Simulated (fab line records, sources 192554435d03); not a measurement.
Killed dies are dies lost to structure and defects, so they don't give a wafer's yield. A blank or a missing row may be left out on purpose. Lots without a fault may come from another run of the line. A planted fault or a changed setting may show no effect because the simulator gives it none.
Chamber matching | flow n5_finfet | N5_BEOL_M0_TRENCH_ETCH_107 on rie_diel-05: 4 sister chambers
The step etches SiOC in C4F6/O2, target depth 32.8 nm, time 16.4 s. 4 wafers are shown with their chamber, then 12 later ones without.

WAFERS WITH THEIR CHAMBER
wafer  | chamber | drypump_motor_current_A (A)
L081.3 | 0       | 5.9
L084.1 | 1       | 5.1
L084.2 | 3       | 6.4
L084.4 | 2       | 5.4

WAFERS WITHOUT THEIR CHAMBER
wafer  | drypump_motor_current_A (A)
L086.1 | 5.8
L086.2 | 6.4
L086.4 | 5.4
L088.3 | 6.4
L088.4 | 5.4
L088.5 | 5.4
L092.1 | 5.1
L092.2 | 5.8
L092.5 | 6.4
L093.3 | 5.1
L093.4 | 5.1
L093.6 | 5.9

WHICH CHAMBER EACH WENT THROUGH
wafer  | from the rows above | in truth
L086.1 | 0                   | 0
L086.2 | 3                   | 3
L086.4 | 2                   | 2
L088.3 | 3                   | 3
L088.4 | 2                   | 2
L088.5 | 2                   | 2
L092.1 | 1                   | 1
L092.2 | 0                   | 0
L092.5 | 3                   | 3
L093.3 | 1                   | 1
L093.4 | 1                   | 1
L093.6 | 0                   | 0
Placed correctly: 12 of 12. Can't be placed from these rows: 0. Placed wrongly: 0.
How it was worked out, from the rows above alone: a wafer's distance from a chamber is the root of the sum, over the readings, of the square of ((its reading less the chamber's mean) divided by the reading's scatter). The wafer belongs to the nearest chamber; if the next one is less than 2 further off, it can't be placed. A chamber's mean is the mean of its shown wafers. The scatter: with one shown wafer a chamber, the root of the mean of the squares of how far each hidden wafer lies from its nearest shown one.
